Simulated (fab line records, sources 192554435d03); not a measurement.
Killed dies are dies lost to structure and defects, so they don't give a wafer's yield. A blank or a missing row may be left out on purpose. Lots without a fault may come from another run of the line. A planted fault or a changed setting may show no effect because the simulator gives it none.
fab line records | flow n5_finfet
record lots=15 wafers=45 last_day=17
route steps=1938 shown BEOL_M10@1523 BEOL_M11@1546
lots that met no fault: from a run of the same line without faults
start_h: hours from the record's first day to the start of the lot's first wafer shown | wait_h: hours since the lot's step before | " the same as in the row above | L1.1+2: a row that stands for several wafers | - no value, or no start given | * or withheld: withheld | < > ~ a bound
route shown NAME@n: a module of which the file shows steps, and the number in the route of the first | usual: mean/standard deviation of fault-free wafers | same: alike in all rows | chamber/n: place in a boat | sites: the reading at each site | _std_site: their standard deviation | _edge_site: outer sites' mean less inner sites' | radius_mm: how far each site lies from the wafer's centre | mask NAME#n: copy n | behind: the tool/chamber that last shaped the wafer | hold: why the lot was held/for how many hours/how that ended | device: the transistor (n, p or np) that didn't switch | end of line: the same wafers' tests at the end of the route | a step without rows: its recipe alone | killed: dies lost to structure and defects at the first sort, not the wafer's yield | map: a wafer's dies, x killed, . not, _ none there
set.NAME: the setting as run; set.NAME@STEP: as run at that earlier step | model.NAME: the simulator's own value behind a step, which no gauge read
steps of the route over a sample of lots; a table a step, a row a wafer
services: from which hour (start_h, from the record's first day; less than 0 if before it) a tool's chamber was out of use, for how many hours, and why
## steps
# step N5_BEOL_M10_PRE_CLEAN_45
# recipe gas=H2/He time_s=30 temp_c=250
# usual heater_power_w=337/34
# columns lot.wafer tool chamber start_h wait_h heater_power_w
L277.1 pvd_sputter-01 - 220.95 0.0 287
L277.4 " - " " 385
L277.5 " - " " 299
L278.1 pvd_sputter-03 - 224.89 0.0 303
L278.4 " - " " 375
L278.6 " - " " 338
L279.1 pvd_sputter-03 - 230.55 0.0 356
L279.5 " - " " 353
L279.6 " - " " 366
L281.1 pvd_sputter-03 - 230.85 0.0 299
L281.3 " - " " 351
L281.6 " - " " 370
L280.2 pvd_sputter-01 - 233.77 0.0 290
L280.5 " - " " 298
L280.6 " - " " 379
L287.1 pvd_sputter-02 - 291.39 0.0 402
L287.5 " - " " 366
L287.6 " - " " 341
L288.3 pvd_sputter-01 - 295.78 0.0 297
L288.5 " - " " 279
L288.6 " - " " 374
L290.1 pvd_sputter-03 - 298.20 0.0 354
L290.3 " - " " 339
L290.4 " - " " 297
L291.2 pvd_sputter-02 - 300.31 0.0 408
L291.3 " - " " 373
L291.5 " - " " 319
L292.2 pvd_sputter-01 - 327.97 0.0 295
L292.4 " - " " 283
L292.6 " - " " 345
L293.2 pvd_sputter-01 - 333.82 0.0 282
L293.3 " - " " 344
L293.5 " - " " 281
L295.1 pvd_sputter-01 - 334.16 0.0 295
L295.2 " - " " 284
L295.5 " - " " 288
L294.2 pvd_sputter-03 - 336.41 0.0 352
L294.4 " - " " 348
L294.6 " - " " 302
L297.1 pvd_sputter-02 - 347.85 0.0 314
L297.3 " - " " 340
L297.5 " - " " 354
L298.2 pvd_sputter-03 - 361.05 0.0 367
L298.3 " - " " 339
L298.4 " - " " 344
# step N5_BEOL_M10_SURFACE_TREAT_76
# recipe gas=Ar time_s=* ion_energy_ev=* ion_current_ma_cm2=0.5 pressure_mtorr=* ar_flow_sccm=30
# usual throttle_valve_pct=*
# columns lot.wafer tool chamber start_h wait_h throttle_valve_pct
L277.1 pvd_sputter-01 - 221.31 0.2 *
L277.4 " - " " *
L277.5 " - " " *
L278.1 pvd_sputter-03 - 225.77 0.5 *
L278.4 " - " " *
L278.6 " - " " *
L279.1 pvd_sputter-03 - 231.29 0.5 *
L279.5 " - " " *
L279.6 " - " " *
L281.1 pvd_sputter-02 - 231.46 0.4 *
L281.3 " - " " *
L281.6 " - " " *
L280.2 pvd_sputter-01 - 234.15 0.2 *
L280.5 " - " " *
L280.6 " - " " *
L287.1 pvd_sputter-02 - 291.75 0.2 *
L287.5 " - " " *
L287.6 " - " " *
L288.3 pvd_sputter-03 - 296.36 0.3 *
L288.5 " - " " *
L288.6 " - " " *
L290.1 pvd_sputter-01 - 298.72 0.3 *
L290.3 " - " " *
L290.4 " - " " *
L291.2 pvd_sputter-02 - 300.77 0.2 *
L291.3 " - " " *
L291.5 " - " " *
L292.2 pvd_sputter-01 - 329.93 1.7 *
L292.4 " - " " *
L292.6 " - " " *
L293.2 pvd_sputter-01 - 334.20 0.2 *
L293.3 " - " " *
L293.5 " - " " *
L295.1 pvd_sputter-01 - 334.58 0.2 *
L295.2 " - " " *
L295.5 " - " " *
L294.2 pvd_sputter-01 - 336.90 0.3 *
L294.4 " - " " *
L294.6 " - " " *
L297.1 pvd_sputter-02 - 348.21 0.2 *
L297.3 " - " " *
L297.5 " - " " *
L298.2 pvd_sputter-01 - 363.19 1.9 *
L298.3 " - " " *
L298.4 " - " " *
# step N5_BEOL_M11_EXPOSE_08
# recipe mask_id=M11 na=1.35 source_shape=dipole sigma_inner=0.411 sigma_outer=0.611 polarization=te dose_mj=53.75
# usual dipole_opening_deg=40/0 exposure_dose_mJ_cm2=54.2/0.44 focus_offset_nm=0.0/0.45
# columns lot.wafer tool chamber start_h wait_h mask dipole_opening_deg exposure_dose_mJ_cm2 focus_offset_nm
L277.1 arfi_scanner-03 0 224.75 - M11#0 40 53.7 -0.2
L277.4 " 0 " " M11#0 40 53.6 -0.8
L277.5 " 0 " " M11#0 40 53.7 -0.6
L278.1 arfi_scanner-02 0 230.19 - M11#0 40 54.6 -1.0
L278.4 " 0 " " M11#0 40 54.5 -0.5
L278.6 " 0 " " M11#0 40 54.6 -0.3
L279.1 arfi_scanner-02 0 234.68 - M11#0 40 54.6 -0.3
L279.5 " 0 " " M11#0 40 54.7 -0.3
L279.6 " 0 " " M11#0 40 54.6 0.7
L281.1 arfi_scanner-02 0 234.83 - M11#0 40 54.5 -0.9
L281.3 " 0 " " M11#0 40 54.5 -0.2
L281.6 " 0 " " M11#0 40 54.7 -0.2
L280.2 arfi_scanner-02 0 238.09 - M11#0 40 54.6 -0.1
L280.5 " 0 " " M11#0 40 54.6 -0.1
L280.6 " 0 " " M11#0 40 54.7 0.3
L287.1 arfi_scanner-02 - 294.27 - M11#0 - - -
L287.5 " - " " M11#0 - - -
L287.6 " - " " M11#0 - - -
L288.3 arfi_scanner-02 - 299.28 - M11#0 - - -
L288.5 " - " " M11#0 - - -
L288.6 " - " " M11#0 - - -
L290.1 arfi_scanner-03 - 301.95 - M11#0 - - -
L290.3 " - " " M11#0 - - -
L290.4 " - " " M11#0 - - -
L291.2 arfi_scanner-02 0 304.67 - M11#0 40 54.6 -0.2
L291.3 " 0 " " M11#0 40 54.6 0.4
L291.5 " 0 " " M11#0 40 54.6 -0.2
L292.2 arfi_scanner-01 0 334.03 - M11#0 40 53.7 -0.5
L292.4 " 0 " " M11#0 40 53.7 -0.5
L292.6 " 0 " " M11#0 40 53.8 0.3
L293.2 arfi_scanner-02 0 337.34 - M11#0 40 54.7 -0.3
L293.3 " 0 " " M11#0 40 54.6 -0.6
L293.5 " 0 " " M11#0 40 54.6 -0.4
L295.1 arfi_scanner-02 0 337.37 - M11#0 40 54.6 -0.2
L295.2 " 0 " " M11#0 40 54.6 0.3
L295.5 " 0 " " M11#0 40 54.6 0.2
L294.2 arfi_scanner-02 0 340.34 - M11#0 40 54.6 0.4
L294.4 " 0 " " M11#0 40 54.6 -0.1
L294.6 " 0 " " M11#0 40 54.6 0.0
L297.1 arfi_scanner-02 0 351.38 - M11#0 40 54.5 -0.3
L297.3 " 0 " " M11#0 40 54.5 -0.1
L297.5 " 0 " " M11#0 40 54.5 -0.2
L298.2 arfi_scanner-01 0 365.84 - M11#0 40 53.7 -0.2
L298.3 " 0 " " M11#0 40 53.7 0.4
L298.4 " 0 " " M11#0 40 53.8 -0.1
# step N5_BEOL_M11_CD_MEAS_11
# recipe target_cd_nm=64.1 landing_energy_ev=500 detector=se_inlens polarity=opening
# usual cd_nm=64.0/0.51
# columns lot.wafer tool chamber start_h wait_h cd_nm
L277.1 cd_sem-02 0 224.88 - 64.1
L277.4 " 0 " " 64.1
L277.5 " 0 " " 64.0
L278.1 cd_sem-01 0 230.31 - 63.9
L278.4 " 0 " " 63.8
L278.6 " 0 " " 64.0
L279.1 cd_sem-01 0 234.80 - 65.0
L279.5 " 0 " " 65.0
L279.6 " 0 " " 64.9
L281.1 cd_sem-01 0 234.95 - 63.3
L281.3 " 0 " " 64.2
L281.6 " 0 " " 63.7
L280.2 cd_sem-01 0 238.21 - 64.6
L280.5 " 0 " " 63.5
L280.6 " 0 " " 64.1
L287.1 cd_sem-02 0 294.40 - -
L287.5 " 0 " " -
L287.6 " 0 " " -
L288.3 cd_sem-03 0 299.40 - -
L288.5 " 0 " " -
L288.6 " 0 " " -
L290.1 cd_sem-02 0 302.08 - -
L290.3 " 0 " " -
L290.4 " 0 " " -
L291.2 cd_sem-03 0 304.79 - 63.9
L291.3 " 0 " " 63.3
L291.5 " 0 " " 63.7
L292.2 cd_sem-02 0 334.15 - 63.4
L292.4 " 0 " " 63.5
L292.6 " 0 " " 63.6
L293.2 cd_sem-01 0 337.46 - 64.2
L293.3 " 0 " " 63.1
L293.5 " 0 " " 63.7
L295.1 cd_sem-02 0 337.50 - 64.5
L295.2 " 0 " " 64.9
L295.5 " 0 " " 64.0
L294.2 cd_sem-03 0 340.46 - 63.5
L294.4 " 0 " " 64.2
L294.6 " 0 " " 63.9
L297.1 cd_sem-01 0 351.50 - 63.5
L297.3 " 0 " " 63.6
L297.5 " 0 " " 63.4
L298.2 cd_sem-02 0 365.96 - 64.3
L298.3 " 0 " " 64.6
L298.4 " 0 " " 64.9
## services
# columns tool chamber start_h hours kind
arfi_scanner-03 - 203.31 1.0 repair
arfi_scanner-03 - 204.56 1.3 pm
arfi_scanner-03 - 209.22 0.5 repair
arfi_scanner-03 - 216.56 1.0 pm
arfi_scanner-02 - 221.37 4.4 repair
arfi_scanner-01 - 233.07 1.3 pm
arfi_scanner-01 - 251.07 0.8 repair
arfi_scanner-03 - 252.36 1.0 pm
arfi_scanner-03 - 260.12 0.4 repair
arfi_scanner-02 - 264.60 1.0 pm
arfi_scanner-03 - 272.16 3.2 repair
arfi_scanner-01 - 274.54 35.8 repair
arfi_scanner-02 - 292.65 1.3 pm
pvd_sputter-02 - 306.31 3.3 repair
arfi_scanner-02 - 306.84 0.8 pm
arfi_scanner-02 - 307.77 2.3 repair
arfi_scanner-02 - 315.91 1.0 pm
arfi_scanner-03 - 324.00 0.8 pm
arfi_scanner-03 - 330.06 1.3 pm
arfi_scanner-01 - 344.42 6.0 pm
arfi_scanner-01 - 350.71 0.8 pm
arfi_scanner-01 - 356.88 1.0 pm
arfi_scanner-01 - 358.57 1.3 pm
arfi_scanner-02 - 359.04 6.0 pm
## key
first_sign step=N5_BEOL_M11_EXPOSE_08 reading=tool_record direction=missing
effect none on later readings
met_at N5_BEOL_M11_EXPOSE_08
struck_lots L287,L288,L290
later_rows_left_out L287.1,L287.5,L287.6,L288.3,L288.5,L288.6,L290.1,L290.3,L290.4
sort_left_out L287.1,L287.5,L287.6,L288.3,L288.5,L288.6,L290.1,L290.3,L290.4
not_acting_at N5_BEOL_M10_PRE_CLEAN_45,N5_BEOL_M10_SURFACE_TREAT_76,N5_BEOL_M11_CD_MEAS_11
onset_between 238.09 294.27
fault kind=skipped_step_whole tool=arfi_scanner-02,arfi_scanner-03 chamber=- onset_h=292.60 steps=N5_BEOL_M11_EXPOSE_08 scope=struck_lots_only
# sort_left_out: the simulated sort isn't trusted on such a fault, so these wafers' sort isn't shown, and their yield isn't known
# later_rows_left_out: the simulator's readings of these wafers behind a module that went badly wrong aren't trusted and aren't shown, but for the sort
